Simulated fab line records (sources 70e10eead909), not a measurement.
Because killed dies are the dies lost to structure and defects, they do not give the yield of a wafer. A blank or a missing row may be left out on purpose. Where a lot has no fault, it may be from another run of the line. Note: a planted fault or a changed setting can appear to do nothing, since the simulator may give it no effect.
fab line records	flow nand-harc	part 1 of 2: steps 1 to 3 of 6
record: lots: 20	wafers: 60	last-day: 27
route steps=1159 shown A_STAIRCASE@596
lots that met no fault: from a run of the same line without faults
start-h: hours from the record's first day to the start of the lot's first wafer shown	wait-h: time in hours since the lot's previous step	" identical to the entry in the row above	L1.1+2: one row covering several wafers at once	- no value, or no start was given	* or withheld: withheld	< > ~ a bound
route shown NAME@n: a module of which the file shows steps, and the number in the route of the first	usual: mean and standard deviation over wafers with no fault	same: alike in all rows	chamber/n: place in a boat	sites: the reading at each site	_std_site: how widely they spread, as a standard deviation	_edge_site: the outer-site mean with the inner-site mean subtracted	radius-mm: for every site, how far away it sits from the centre of the wafer	mask NAME#n: copy n	behind: the tool/chamber that last shaped the wafer	hold: what put the lot on hold/how long, in hours/how the hold closed	device: the transistor (n, p or np) that didn't switch	end of line: the route-end tests of the same wafers	a step with no rows: only its recipe	killed: dies lost to structure and defects at the first sort, not the wafer's yield	map: dies across one wafer; x = killed, . = not, _ = none there
set.NAME: the setting as run; set.NAME@STEP: as run at that earlier step	model.NAME: the simulator's own value behind a step, which no gauge read
a sample of lots followed through the steps of the route, with each step as a table and each wafer as a row
services: from which hour (start-h, from the record's first day; less than 0 if before it) a tool's chamber was out of use, for how many hours, and why
== steps ==
step: NHARC_A_STAIRCASE_TRIM_202
recipe: time-s: 211.2	o2-flow-sccm: 500	ar-flow-sccm: 0	bias-w: 0	chemistry: O2
usual: drypump-motor-current-A: 5.5/0.4	mfc-ar-sccm: 0.007/0.01	oes-product-au: 1.000/0.0081	rf-vpp-V: 57.8/0.94	showerhead-plenum-p-Torr: 3.50/0.15	throttle-valve-pct: 17.035/0.0086
lot.wafer	tool	chamber	start-h	wait-h	drypump-motor-current-A	mfc-ar-sccm	oes-product-au	rf-hours-counter-h	rf-vpp-V	showerhead-plenum-p-Torr	throttle-valve-pct
L074.1	rie-diel-13	3	-	-	6.5	0	0.993	45	59.2	3.28	17.026
L074.5	"	0	"	"	5.5	0	0.987	-	57.0	3.60	17.054
L074.6	"	1	"	"	5.4	0.027	0.984	-	57.1	3.46	17.032
L075.3	rie-diel-13	1	-	-	5.4	0.027	0.992	55	59.4	3.45	17.042
L075.2	"	2	"	"	5.7	0	0.995	55	58.1	3.33	17.035
L075.6	"	1	"	"	5.4	0.027	0.998	-	57.1	3.45	17.037
L077.4	rie-diel-11	2	-	-	5.8	0.012	1.011	22	57.8	3.47	17.052
L077.1	"	3	"	"	5.8	0	1.004	22	58.5	3.46	17.036
L077.6	"	2	"	"	5.8	0.012	1.008	-	59.3	3.47	17.046
L078.4	rie-diel-13	2	-	-	5.7	0	1.000	58	57.3	3.33	17.039
L078.1	"	0	"	"	5.5	0	0.991	57	57.1	3.60	17.025
L078.5	"	2	"	"	5.7	0	1.003	-	57.1	3.33	17.031
L079.4	rie-diel-09	3	-	-	5.2	0.029	1.005	1	57.7	3.56	17.023
L079.5	"	1	"	"	5.4	0.007	1.000	-	59.2	3.81	17.020
L079.6	"	2	"	"	5.3	0.003	0.994	-	58.0	3.56	17.053
L081.2	rie-diel-09	1	-	-	5.4	0.007	0.998	8	57.9	3.80	17.051
L081.4	"	2	"	"	5.3	0.003	0.997	8	58.5	3.56	17.044
L081.3	"	3	"	"	5.2	0.029	1.006	11	58.1	3.55	17.038
L082.4	rie-diel-11	3	-	-	5.8	0	1.004	36	58.2	3.45	17.041
L082.2	"	0	"	"	5.5	0	1.009	36	58.0	3.32	17.047
L082.6	"	0	"	"	5.5	0	1.006	-	56.8	3.32	17.039
L080.2	rie-diel-09	3	-	-	5.3	0.029	1.002	14	56.6	3.55	17.026
L080.1	"	0	"	"	4.8	0	0.998	12	56.5	3.35	17.047
L080.4	"	2	"	"	5.3	0.003	0.992	-	57.6	3.56	17.030
L084.3	rie-diel-09	3	-	-	5.2	0.029	0.999	15	59.1	3.55	17.030
L084.1	"	0	"	"	4.8	0	0.989	13	57.8	3.35	17.045
L084.5	"	3	"	"	5.2	0.029	0.996	-	57.3	3.55	17.036
L083.3	rie-diel-11	1	-	-	5.7	0	1.011	38	58.5	3.56	17.041
L083.6	"	1	"	"	5.7	0	1.017	-	58.4	3.56	17.034
L083.5	"	2	"	"	5.8	0.012	1.006	-	58.1	3.46	17.033
L088.2	rie-diel-13	3	-	-	6.6	0	0.993	10	59.4	3.80	17.035
L088.6	"	3	"	"	6.6	0	0.991	-	59.2	3.80	17.042
L088.5	"	0	"	"	5.5	0	1.008	-	58.9	3.59	17.014
L085.4	rie-diel-11	2	-	-	5.8	0.012	1.012	47	57.0	3.45	17.034
L085.5	"	1	"	"	5.7	0	1.008	-	57.6	3.56	17.031
L085.6	"	2	"	"	5.8	0.012	1.010	-	57.3	3.45	17.038
L087.4	rie-diel-13	3	-	-	6.6	0	1.001	16	57.8	3.80	17.035
L087.6	"	0	"	"	5.4	0	1.011	-	57.3	3.58	17.026
L087.5	"	1	"	"	5.3	0.027	0.986	-	58.1	3.44	17.036
L089.2	rie-diel-09	0	-	-	4.9	0	1.007	29	57.4	3.34	17.038
L089.3	"	1	"	"	5.4	0.007	1.004	21	59.7	3.80	17.030
L089.6	"	2	"	"	5.3	0.003	1.013	-	58.6	3.55	17.039
L090.1	rie-diel-11	2	-	-	5.8	0.012	0.999	52	57.6	3.45	17.027
L090.2	"	1	"	"	5.7	0	1.010	50	58.9	3.56	17.021
L090.5	"	2	"	"	5.8	0.012	1.002	-	55.4	3.45	17.045
L092.2	rie-diel-13	1	-	-	5.4	0.027	0.990	23	55.7	3.44	17.034
L092.6	"	1	"	"	5.4	0.027	1.007	-	58.9	3.44	17.031
L092.5	"	2	"	"	5.7	0	1.009	-	58.5	3.32	17.030
L094.1	rie-diel-11	1	-	-	5.7	0	1.006	54	59.2	3.55	17.036
L094.6	"	1	"	"	5.7	0	1.001	-	56.1	3.55	17.038
L094.5	"	2	"	"	5.8	0.012	1.003	-	56.8	3.45	17.020
L095.2	rie-diel-09	0	-	-	4.9	0	0.989	33	57.1	3.34	17.031
L095.1	"	2	"	"	5.3	0.003	0.992	36	57.5	3.54	17.040
L095.6	"	1	"	"	5.4	0.007	0.997	-	57.8	3.79	17.040
L096.2	rie-diel-09	0	-	-	4.8	0	1.000	34	56.4	3.34	17.031
L096.6	"	1	"	"	5.4	0.007	0.991	-	59.6	3.79	17.036
L096.5	"	2	"	"	5.3	0.003	0.994	-	56.9	3.54	17.024
L097.4	rie-diel-09	1	-	-	5.4	0.007	0.993	38	58.5	3.79	17.029
L097.3	"	2	"	"	5.3	0.003	0.992	41	59.3	3.54	17.041
L097.6	"	1	"	"	5.4	0.007	0.982	-	57.7	3.79	17.037
step: NHARC_A_STAIRCASE_TRIM_222
recipe: time-s: 211.2	o2-flow-sccm: 500	ar-flow-sccm: 0	bias-w: 0	chemistry: O2
usual: drypump-motor-current-A: 5.7/0.34	mfc-ar-sccm: 0.005/0.0096	oes-product-au: 1.003/0.0083	rf-vpp-V: 57.6/0.82	showerhead-plenum-p-Torr: 3.47/0.14	throttle-valve-pct: 17.037/0.0085
lot.wafer	tool	chamber	start-h	wait-h	drypump-motor-current-A	mfc-ar-sccm	oes-product-au	rf-hours-counter-h	rf-vpp-V	showerhead-plenum-p-Torr	throttle-valve-pct
L074.1	rie-diel-11	0	-	-	5.5	0	1.013	10	56.6	3.34	17.039
L074.5	"	2	"	"	5.8	0.012	0.999	-	58.5	3.47	17.033
L074.6	"	3	"	"	5.7	0	0.998	-	58.0	3.47	17.042
L075.2	rie-diel-13	1	-	-	5.4	0.027	0.996	57	59.6	3.45	17.038
L075.3	"	2	"	"	5.7	0	0.995	57	57.1	3.33	17.038
L075.6	"	1	"	"	5.3	0.027	0.997	-	57.4	3.45	17.022
L077.4	rie-diel-11	0	-	-	5.5	0	1.018	23	56.5	3.33	17.039
L077.1	"	2	"	"	5.8	0.012	1.013	23	57.8	3.47	17.049
L077.6	"	0	"	"	5.5	0	1.005	-	56.8	3.33	17.041
L078.4	rie-diel-11	0	-	-	5.5	0	1.010	25	57.3	3.33	17.021
L078.1	"	2	"	"	5.8	0.012	1.010	25	57.3	3.46	17.051
L078.5	"	1	"	"	5.7	0	1.005	-	58.7	3.57	17.032
L079.4	rie-diel-13	0	-	-	5.4	0	0.989	58	57.7	3.59	17.050
L079.5	"	0	"	"	5.4	0	0.981	-	57.5	3.59	17.035
L079.6	"	1	"	"	5.3	0.027	0.994	-	56.4	3.45	17.047
L081.4	rie-diel-11	0	-	-	5.5	0	1.008	37	55.7	3.32	17.042
L081.2	"	2	"	"	5.8	0.012	0.995	36	58.6	3.46	17.038
L081.3	"	3	"	"	5.8	0	0.997	36	56.5	3.45	17.032
L082.2	rie-diel-13	0	-	-	5.5	0	1.000	3	58.4	3.59	17.028
L082.4	"	1	"	"	5.3	0.027	0.991	4	57.6	3.45	17.056
L082.6	"	0	"	"	5.5	0	0.997	-	59.0	3.59	17.030
L080.1	rie-diel-13	0	-	-	5.4	0	1.011	6	58.4	3.59	17.028
L080.4	"	2	"	"	5.7	0	1.005	7	57.2	3.33	17.025
L080.2	"	3	"	"	6.6	0	1.002	6	58.0	3.80	17.040
L084.3	rie-diel-11	0	-	-	5.5	0	1.012	41	58.9	3.32	17.033
L084.1	"	3	"	"	5.7	0	1.003	40	57.3	3.45	17.018
L084.5	"	1	"	"	5.7	0	1.001	-	58.3	3.56	17.043
L083.3	rie-diel-13	3	-	-	6.5	0	1.000	7	57.9	3.80	17.031
L083.6	"	2	"	"	5.7	0	1.006	-	55.8	3.33	17.039
L083.5	"	3	"	"	6.6	0	0.995	-	58.2	3.80	17.017
L088.2	rie-diel-11	3	-	-	5.8	0	1.003	45	57.6	3.45	17.034
L088.5	"	3	"	"	5.8	0	1.001	-	58.6	3.45	17.054
L088.6	"	0	"	"	5.5	0	1.008	-	57.9	3.32	17.030
L085.4	rie-diel-09	3	-	-	5.2	0.029	1.004	26	57.6	3.54	17.039
L085.5	"	3	"	"	5.3	0.029	1.010	-	57.6	3.54	17.034
L085.6	"	0	"	"	4.9	0	0.999	-	57.8	3.35	17.046
L087.4	rie-diel-11	1	-	-	5.7	0	1.011	49	57.9	3.56	17.034
L087.6	"	0	"	"	5.5	0	1.018	-	56.7	3.32	17.028
L087.5	"	1	"	"	5.7	0	1.013	-	57.1	3.56	17.045
L089.2	rie-diel-13	2	-	-	5.7	0	1.006	18	57.4	3.32	17.026
L089.3	"	1	"	"	5.4	0.027	1.015	19	57.9	3.44	17.033
L089.6	"	3	"	"	6.5	0	0.998	-	57.6	3.80	17.034
L090.1	rie-diel-11	1	-	-	5.7	0	1.015	50	57.2	3.56	17.039
L090.2	"	3	"	"	5.7	0	1.012	53	58.2	3.44	17.048
L090.5	"	0	"	"	5.5	0	1.010	-	57.5	3.32	17.040
L092.2	rie-diel-11	1	-	-	5.7	0	0.997	54	58.7	3.55	17.038
L092.6	"	3	"	"	5.7	0	1.002	-	56.2	3.44	17.027
L092.5	"	0	"	"	5.5	0	1.006	-	58.1	3.31	17.042
L094.1	rie-diel-11	0	-	-	5.5	0	1.003	59	57.8	3.31	17.025
L094.5	"	2	"	"	5.8	0.012	1.006	-	58.2	3.45	17.034
L094.6	"	3	"	"	5.7	0	0.988	-	57.6	3.44	17.029
L095.2	rie-diel-13	1	-	-	5.4	0.027	1.004	33	57.6	3.43	17.032
L095.1	"	3	"	"	6.5	0	1.003	33	59.2	3.79	17.046
L095.6	"	0	"	"	5.5	0	1.008	-	59.4	3.58	17.033
L096.2	rie-diel-13	3	-	-	6.5	0	0.995	33	58.1	3.79	17.050
L096.5	"	3	"	"	6.6	0	0.996	-	57.8	3.79	17.040
L096.6	"	0	"	"	5.4	0	1.006	-	57.6	3.58	17.027
L097.3	rie-diel-13	1	-	-	5.4	0.027	1.011	37	56.9	3.43	17.045
L097.4	"	2	"	"	5.7	0	1.017	37	56.2	3.31	17.028
L097.6	"	2	"	"	5.7	0	1.013	-	57.9	3.31	17.038
step: NHARC_A_STAIRCASE_TRIM_235
recipe: time-s: 211.2	o2-flow-sccm: 500	ar-flow-sccm: 0	bias-w: 0	chemistry: O2
usual: drypump-motor-current-A: 5.5/0.38	mfc-ar-sccm: 0.007/0.01	oes-product-au: 1.001/0.0086	rf-vpp-V: 57.8/0.86	showerhead-plenum-p-Torr: 3.51/0.15	throttle-valve-pct: 17.036/0.0094
lot.wafer	tool	chamber	start-h	wait-h	drypump-motor-current-A	mfc-ar-sccm	oes-product-au	rf-hours-counter-h	rf-vpp-V	showerhead-plenum-p-Torr	throttle-valve-pct
L074.1	rie-diel-11	2	-	-	5.8	0.012	1.004	12	58.5	3.47	17.052
L074.5	"	1	"	"	5.7	0	0.993	-	56.8	3.58	17.037
L074.6	"	2	"	"	5.8	0.012	0.998	-	57.6	3.47	17.043
L075.3	rie-diel-09	2	-	-	5.3	0.003	0.988	0	57.7	3.56	17.045
L075.2	"	0	"	"	4.8	0	1.002	0	56.7	3.36	17.039
L075.6	"	3	"	"	5.3	0.029	1.017	-	59.0	3.56	17.027
L077.4	rie-diel-13	1	-	-	5.4	0.027	0.985	58	59.6	3.45	17.036
L077.1	"	3	"	"	6.5	0	0.988	60	56.6	3.27	17.039
L077.6	"	1	"	"	5.4	0.027	0.993	-	57.9	3.45	17.024
L078.1	rie-diel-09	1	-	-	5.4	0.007	0.996	1	59.2	3.81	17.044
L078.4	"	2	"	"	5.3	0.003	0.994	1	57.4	3.56	17.033
L078.5	"	2	"	"	5.3	0.003	1.000	-	57.9	3.56	17.030
L079.4	rie-diel-09	2	-	-	5.3	0.003	0.994	2	57.6	3.56	17.045
L079.6	"	0	"	"	4.8	0	0.999	-	56.3	3.36	17.044
L079.5	"	1	"	"	5.4	0.007	0.994	-	57.4	3.81	17.039
L081.3	rie-diel-09	0	-	-	4.9	0	0.998	10	57.5	3.35	17.036
L081.2	"	2	"	"	5.3	0.003	0.998	9	58.0	3.56	17.036
L081.4	"	0	"	"	4.8	0	0.998	-	57.5	3.35	17.042
L082.4	rie-diel-11	3	-	-	5.8	0	0.993	37	58.7	3.45	17.030
L082.2	"	2	"	"	5.8	0.012	1.003	37	58.5	3.46	17.036
L082.6	"	0	"	"	5.5	0	0.994	-	57.2	3.32	17.040
L080.1	rie-diel-13	1	-	-	5.4	0.027	0.997	8	58.9	3.45	17.036
L080.2	"	3	"	"	6.6	0	0.996	7	58.3	3.80	17.036
L080.4	"	0	"	"	5.5	0	1.001	7	59.4	3.59	17.022
L084.3	rie-diel-11	3	-	-	5.8	0	0.999	41	57.5	3.45	17.051
L084.1	"	1	"	"	5.7	0	1.001	39	57.2	3.56	17.033
L084.5	"	3	"	"	5.7	0	1.002	-	57.2	3.45	17.041
L083.3	rie-diel-09	0	-	-	4.9	0	0.988	14	57.9	3.35	17.048
L083.6	"	0	"	"	4.9	0	0.993	-	55.6	3.35	17.053
L083.5	"	1	"	"	5.4	0.007	0.978	-	58.8	3.80	17.030
L088.2	rie-diel-11	2	-	-	5.8	0.012	0.996	47	56.6	3.45	17.044
L088.5	"	2	"	"	5.8	0.012	1.001	-	56.9	3.45	17.041
L088.6	"	3	"	"	5.8	0	0.994	-	57.2	3.45	17.049
L085.4	rie-diel-09	2	-	-	5.3	0.003	1.003	21	56.1	3.55	17.033
L085.6	"	2	"	"	5.3	0.003	1.011	-	59.3	3.55	17.025
L085.5	"	3	"	"	5.2	0.029	1.012	-	58.7	3.54	17.024
L087.4	rie-diel-09	3	-	-	5.2	0.029	1.003	30	58.9	3.54	17.011
L087.6	"	1	"	"	5.4	0.007	0.993	-	57.9	3.80	17.044
L087.5	"	2	"	"	5.3	0.003	0.987	-	58.6	3.55	17.050
L089.2	rie-diel-09	0	-	-	4.8	0	1.003	29	57.4	3.34	17.037
L089.3	"	1	"	"	5.4	0.007	0.980	22	58.0	3.80	17.032
L089.6	"	3	"	"	5.2	0.029	1.005	-	57.1	3.54	17.047
L090.2	rie-diel-11	1	-	-	5.7	0	1.003	51	59.4	3.56	17.020
L090.1	"	3	"	"	5.7	0	1.004	53	59.2	3.44	17.026
L090.5	"	2	"	"	5.8	0.012	1.007	-	57.2	3.45	17.031
L092.2	rie-diel-13	0	-	-	5.4	0	1.010	23	57.8	3.58	17.048
L092.6	"	2	"	"	5.7	0	1.007	-	57.4	3.32	17.023
L092.5	"	3	"	"	6.6	0	0.998	-	57.8	3.79	17.044
L094.1	rie-diel-11	3	-	-	5.8	0	1.005	62	57.6	3.44	17.031
L094.6	"	0	"	"	5.5	0	1.019	-	56.6	3.31	17.038
L094.5	"	1	"	"	5.7	0	1.010	-	57.1	3.55	17.055
L095.2	rie-diel-13	3	-	-	6.5	0	1.002	34	58.9	3.79	17.043
L095.1	"	0	"	"	5.5	0	1.015	34	58.2	3.58	17.028
L095.6	"	2	"	"	5.7	0	1.009	-	57.6	3.31	17.029
L096.2	rie-diel-09	3	-	-	5.3	0.029	1.006	42	59.1	3.53	17.023
L096.6	"	0	"	"	4.8	0	0.998	-	57.2	3.34	17.040
L096.5	"	1	"	"	5.4	0.007	0.989	-	58.4	3.79	17.037
L097.4	rie-diel-13	2	-	-	5.7	0	1.011	38	58.0	3.31	17.045
L097.3	"	3	"	"	6.5	0	0.993	37	58.2	3.79	17.027
L097.6	"	3	"	"	6.5	0	0.992	-	59.6	3.79	17.043
